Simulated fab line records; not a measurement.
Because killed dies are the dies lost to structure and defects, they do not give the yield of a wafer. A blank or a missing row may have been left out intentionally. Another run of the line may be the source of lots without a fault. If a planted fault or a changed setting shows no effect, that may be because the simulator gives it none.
Matching of chambers    flow n5-finfet    N5_BEOL_M9_CURE_71 on uv-cure-02: 3 sister chambers
The step cures SiCOH lowk, time 240 s. 16 wafers are shown with their chamber, then 8 later ones without.

## WAFERS, EACH WITH ITS CHAMBER
wafer   chamber  wafer_temp_C_max  lamp-power-pct (%)
L075.1  0        387.8             52.31
L075.3  0        389.3             52.30
L075.5  0        388.6             52.28
L079.1  1        386.5             52.27
L079.4  1        386.4             52.32
L079.6  1        387.7             52.35
L078.2  2        385.7             52.37
L078.3  2        386.3             52.40
L078.6  2        386.4             52.29
L085.1  0        388.2             52.27
L085.2  0        388.5             52.29
L085.3  0        388.2             52.43
L087.1  1        386.7             52.24
L087.3  1        386.1             52.33
L087.5  1        386.7             52.28
L089.1  1        386.5             52.38

SIGNATURES, as means of the wafers listed above
reading           chamber 0  chamber 1  chamber 2  scatter within a chamber
wafer_temp_C_max  388.433    386.657    386.133    0.488
lamp-power-pct    52.3133    52.3100    52.3533    0.0542
Rule: for a wafer and a chamber, the distance is found by dividing, reading by reading, the gap between the wafer's reading and the chamber's mean by the reading's scatter, squaring, summing and taking the root. If the next closest chamber is less than 2 further off than the closest, the wafer can't be placed; otherwise it belongs to the closest. The scatter: the root of (the sum of the squares of (reading less its chamber's mean) over the shown wafers, divided by (wafers less chambers)).

## WAFERS WHOSE CHAMBER IS MISSING
wafer   wafer_temp_C_max  lamp-power-pct (%)
L089.5  387.2             52.28
L089.6  386.8             52.34
L088.1  386.3             52.36
L088.4  386.1             52.25
L088.5  386.1             52.24
L093.1  387.6             52.35
L093.3  388.8             52.29
L093.4  389.4             52.36

## WHICH CHAMBER EACH WENT THROUGH
wafer   from the rows above           in truth
L089.5  can't be placed: 1 or 2 or 0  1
L089.6  can't be placed: 1 or 2       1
L088.1  can't be placed: 2 or 1       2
L088.4  can't be placed: 1 or 2       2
L088.5  can't be placed: 1 or 2       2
L093.1  can't be placed: 0 or 1 or 2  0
L093.3  0                             0
L093.4  0                             0
2 of 8 placed correctly. These rows do not allow placing 6 (true chamber among the candidates in 6). Number placed wrongly: 0.
